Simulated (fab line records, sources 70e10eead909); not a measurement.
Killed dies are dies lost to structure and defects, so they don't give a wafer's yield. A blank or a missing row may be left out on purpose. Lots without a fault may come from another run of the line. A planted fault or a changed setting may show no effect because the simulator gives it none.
fab line records | flow nand_harc
record lots=13 wafers=39 last_day=25
route steps=1159 shown A_M1@1048 THIN_TSV@1139 END@1159
lots that met no fault: from a run of the same line without faults
start_h: hours from the record's first day to the start of the lot's first wafer shown | wait_h: hours since the lot's step before | " the same as in the row above | L1.1+2: a row that stands for several wafers | - no value, or no start given | * or withheld: withheld | < > ~ a bound
route shown NAME@n: a module of which the file shows steps, and the number in the route of the first | usual: mean/standard deviation of fault-free wafers | same: alike in all rows | chamber/n: place in a boat | sites: the reading at each site | _std_site: their standard deviation | _edge_site: outer sites' mean less inner sites' | radius_mm: how far each site lies from the wafer's centre | mask NAME#n: copy n | behind: the tool/chamber that last shaped the wafer | hold: why the lot was held/for how many hours/how that ended | device: the transistor (n, p or np) that didn't switch | end of line: the same wafers' tests at the end of the route | a step without rows: its recipe alone | killed: dies lost to structure and defects at the first sort, not the wafer's yield | map: a wafer's dies, x killed, . not, _ none there
set.NAME: the setting as run; set.NAME@STEP: as run at that earlier step | model.NAME: the simulator's own value behind a step, which no gauge read
steps of the route over a sample of lots; a table a step, a row a wafer
services: from which hour (start_h, from the record's first day; less than 0 if before it) a tool's chamber was out of use, for how many hours, and why
## steps
# step NHARC_A_M1_PVD_20
# recipe target_thk_a=50 bias_v=168.6 power_w=15000 chamber_pressure_pa=0.12 time_s=8.06 substrate_temp_c=50 material=TaN
# usual throttle_valve_pct=29.9/1.1
# columns lot.wafer tool chamber start_h wait_h throttle_valve_pct
L910.1 pvd_sputter-01 - - - 28.9
L910.4 " - " " 27.6
L910.5 " - " " 30.8
L911.1 pvd_sputter-02 - - - 29.3
L911.3 " - " " 30.2
L911.6 " - " " 29.0
L912.2 pvd_sputter-02 - - - 28.7
L912.4 " - " " 31.2
L912.6 " - " " 29.0
L913.4 pvd_sputter-01 - - - 27.3
L913.2 " - " " 30.5
L913.5 " - " " 30.9
L914.4 pvd_sputter-03 - - - 30.9
L914.3 " - " " 30.3
L914.1 " - " " 31.0
L916.2 pvd_sputter-01 - - - 30.6
L916.5 " - " " 30.7
L916.6 " - " " 28.7
L915.2 pvd_sputter-02 - - - 30.2
L915.3 " - " " 29.3
L915.6 " - " " 28.8
L917.1 pvd_sputter-01 - - - 28.8
L917.4 " - " " 27.2
L917.6 " - " " 28.9
L918.2 pvd_sputter-02 - - - 30.3
L918.3 " - " " 31.3
L918.5 " - " " 30.2
L924.3 pvd_sputter-03 - - - 30.7
L924.1 " - " " 30.5
L924.6 " - " " 30.9
L928.3 pvd_sputter-03 - - - 30.1
L928.1 " - " " 30.8
L928.6 " - " " 30.1
L929.4 pvd_sputter-03 - - - 30.8
L929.2 " - " " 31.2
L929.5 " - " " 30.6
L933.3 pvd_sputter-02 - - - 29.3
L933.2 " - " " 31.2
L933.5 " - " " 29.2
# step NHARC_A_M1_ANNEAL_31
# recipe temp_c=225 time_s=90
# usual wafer_temp_C_max=225.81/0.26
# columns lot.wafer tool chamber start_h wait_h wafer_temp_C_max
L910.1 rtp_anneal-02 0 407.34 0.3 225.55
L910.4 " 0 " " 225.38
L910.5 " 0 " " 225.51
L911.1 rtp_anneal-01 0 407.94 0.3 226.21
L911.3 " 0 " " 225.96
L911.6 " 0 " " 226.00
L912.2 rtp_anneal-02 0 416.13 - 225.91
L912.4 " 0 " " 225.68
L912.6 " 0 " " 225.67
L913.2 rtp_anneal-01 0 416.45 0.3 225.76
L913.4 " 0 " " 225.61
L913.5 " 0 " " 225.57
L914.1 rtp_anneal-02 0 416.69 - 225.48
L914.3 " 0 " " 225.47
L914.4 " 0 " " 225.21
L916.2 rtp_anneal-02 0 433.11 - 225.72
L916.5 " 0 " " 225.89
L916.6 " 0 " " 225.58
L915.2 rtp_anneal-02 0 433.76 - 225.75
L915.3 " 0 " " 225.87
L915.6 " 0 " " 225.74
L917.1 rtp_anneal-01 0 445.72 0.3 225.73
L917.4 " 0 " " 225.96
L917.6 " 0 " " 225.45
L918.2 rtp_anneal-01 0 447.98 0.3 226.29
L918.3 " 0 " " 225.87
L918.5 " 0 " " 226.01
L924.1 rtp_anneal-01 0 479.96 0.3 225.91
L924.3 " 0 " " 225.88
L924.6 " 0 " " 225.74
L928.1 rtp_anneal-01 0 509.23 0.3 225.98
L928.3 " 0 " " 226.28
L928.6 " 0 " " 226.29
L929.2 rtp_anneal-01 0 512.97 0.3 225.96
L929.4 " 0 " " 225.96
L929.5 " 0 " " 225.64
L933.2 rtp_anneal-01 0 566.79 0.4 226.21
L933.3 " 0 " " 226.21
L933.5 " 0 " " 225.64
# step NHARC_A_M1_INSPECT_27
# usual raw_defect_count=467/130
# columns lot.wafer tool chamber start_h wait_h raw_defect_count
L910.1 defect_inspect-01 - 408.19 0.0 666
L910.4 " - " " 624
L910.5 " - " " 752
L911.1 defect_inspect-01 - 408.78 0.0 281
L911.3 " - " " 487
L911.6 " - " " 371
L912.2 defect_inspect-01 - 416.90 0.0 409
L912.4 " - " " 340
L912.6 " - " " 497
L913.2 defect_inspect-02 - 417.22 0.0 519
L913.4 " - " " 333
L913.5 " - " " 456
L914.1 defect_inspect-02 - 417.51 0.0 846
L914.3 " - " " 895
L914.4 " - " " 681
L916.2 defect_inspect-02 - 433.88 0.0 412
L916.5 " - " " 400
L916.6 " - " " 314
L915.2 defect_inspect-02 - 434.53 0.0 437
L915.3 " - " " 427
L915.6 " - " " 442
L917.1 defect_inspect-02 - 446.56 0.0 322
L917.4 " - " " 315
L917.6 " - " " 275
L918.2 defect_inspect-02 - 448.74 0.0 409
L918.3 " - " " 334
L918.5 " - " " 509
L924.1 defect_inspect-01 - 480.78 0.0 508
L924.3 " - " " 640
L924.6 " - " " 540
L928.1 defect_inspect-02 - 510.05 0.0 533
L928.3 " - " " 385
L928.6 " - " " 481
L929.2 defect_inspect-01 - 513.74 0.0 488
L929.4 " - " " 447
L929.5 " - " " 514
L933.2 defect_inspect-01 - 567.55 0.0 846
L933.3 " - " " 409
L933.5 " - " " 604
# step NHARC_THIN_TSV_PVD_24
# recipe target_thk_a=8000 power_w=withheld chamber_pressure_pa=withheld substrate_temp_c=withheld time_s=withheld gas=Ar material=Al
# columns lot.wafer tool chamber start_h wait_h
L911.1+3+6 pvd_sputter-02 - 432.05 0.1
L910.4+1+5 pvd_sputter-02 - 437.42 0.3
L912.2+4+6 pvd_sputter-01 - 442.86 0.1
L913.4+2+5 pvd_sputter-02 - 444.21 0.1
L914.4+3+1 pvd_sputter-03 - 445.38 0.1
L916.2+6+5 pvd_sputter-03 - 460.16 0.2
L915.2+3+6 pvd_sputter-03 - 461.49 0.2
L918.2+3+5 pvd_sputter-01 - 471.76 0.2
L917.1+4+6 pvd_sputter-01 - 472.84 0.1
L924.3+1+6 pvd_sputter-02 - 504.91 0.2
L929.4+2+5 pvd_sputter-02 - 534.43 0.1
L928.1+3+6 pvd_sputter-01 - 535.74 0.1
L933.3+2+5 pvd_sputter-03 - 591.19 0.1
# step NHARC_END_SORT_01
# recipe temp_c=25
# usual defect_limited_yield=95.6/1.4 killed_at_array=26/9 killed_at_other=0.8/1.2 killed_at_periphery=3.2/2.3 killed_dies=30/9.1 killed_open=3.5/2 killed_short=1.8/1.4 sort_bin_2_pct=1.4/0.59 sort_bin_3_pct=0.25/0.22 sort_bin_4_pct=2.8/0.91 sort_n_pass=647/9.1 sort_rim_yield_pct=95.4/3 sort_yield_pct=95.6/1.4
# same gross_dies=677 sort_bin_5_pct[%]=0 sort_bin_6_pct[%]=0 sort_bin_7_pct[%]=0 sort_bin_8_pct[%]=0 sort_rim_n_gross=106.00
# columns lot.wafer tool chamber start_h wait_h defect_limited_yield[%] killed_at_array killed_at_other killed_at_periphery killed_dies killed_open killed_short sort_bin_2_pct[%] sort_bin_3_pct[%] sort_bin_4_pct[%] sort_n_pass sort_rim_yield_pct[%] sort_yield_pct[%]
L928.1 prober-02 0 550.53 2.5 93.1 31 0 16 47 5 1 1.9 0 5.0 630 94.3 93.1
L928.3 prober-02 0 552.14 3.1 94.8 29 0 6 35 4 2 1.8 0 3.4 642 98.1 94.8
L928.6 prober-02 0 554.55 4.0 0 28 644 5 677 6 0 1.5 95.42 3.1 0 0 0
# killed by level:class
L928.1 A_CHANNEL_HOLE_D1:chamber_film_flake=22 P_ZERO_WELL:chamber_film_flake=9 A_CONTACT:chamber_film_flake=4 P_CONTACT:geometric_particle:open=3 P_CONTACT:chamber_film_flake=2 A_STAIRCASE:chamber_film_flake=2 P_M0:geometric_particle:short=1 A_ONON_D1:geometric_particle:open=1
L928.3 A_CHANNEL_HOLE_D1:chamber_film_flake=22 A_M1:geometric_particle:open=2 P_ZERO_WELL:chamber_film_flake=2 P_M1:chamber_film_flake=2 P_M2:geometric_particle:open=1 A_CHANNEL_FILL_D1:geometric_particle:open=1 A_CHANNEL_FILL_D1:geometric_particle:short=1 A_M1:geometric_particle:short=1
L928.6 THIN_TSV:area_pvd=644 A_CHANNEL_HOLE_D1:chamber_film_flake=14 A_CONTACT:geometric_particle:open=3 A_CONTACT:chamber_film_flake=3 P_ZERO_WELL:chamber_film_flake=2 P_STI:chamber_film_flake=2 A_STAIRCASE:chamber_film_flake=2 A_M0:chamber_film_flake=2
## services
# columns tool chamber start_h hours kind
pvd_sputter-02 - 392.00 10.0 pm
pvd_sputter-01 - 401.27 3.5 repair
pvd_sputter-03 - 425.63 1.6 repair
pvd_sputter-01 - 435.59 5.0 repair
pvd_sputter-03 - 463.02 10.0 pm
pvd_sputter-01 - 516.94 10.0 pm
pvd_sputter-03 - 532.74 2.1 repair
pvd_sputter-02 - 570.00 10.0 pm
pvd_sputter-02 - 591.17 2.7 repair
## key
first_sign step=NHARC_END_SORT_01 reading=killed_at_other direction=up sigmas=99+ usual=0.8 struck=644
effect step=NHARC_END_SORT_01 reading=sort_bin_3_pct direction=up sigmas=99+ usual=0.25 struck=95.42
more_kills_born_at NHARC_THIN_TSV_PVD_24@pvd_sputter-01=644
met_at NHARC_THIN_TSV_PVD_24
struck_lots L928
struck_wafers L928.6
later_rows_left_out L928.6
not_acting_at NHARC_A_M1_PVD_20,NHARC_A_M1_ANNEAL_31,NHARC_A_M1_INSPECT_27
onset_between 472.84 535.74
fault kind=process_parameter_drift tool=pvd_sputter-01 chamber=- onset_h=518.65 steps=NHARC_THIN_TSV_PVD_24 channel=target_thk_a offset=* shape=step end_h=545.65 scope=struck_wafers_only acts_in=* stated=*
# later_rows_left_out: the simulator's readings of these wafers behind a module that went badly wrong aren't trusted and aren't shown, but for the sort
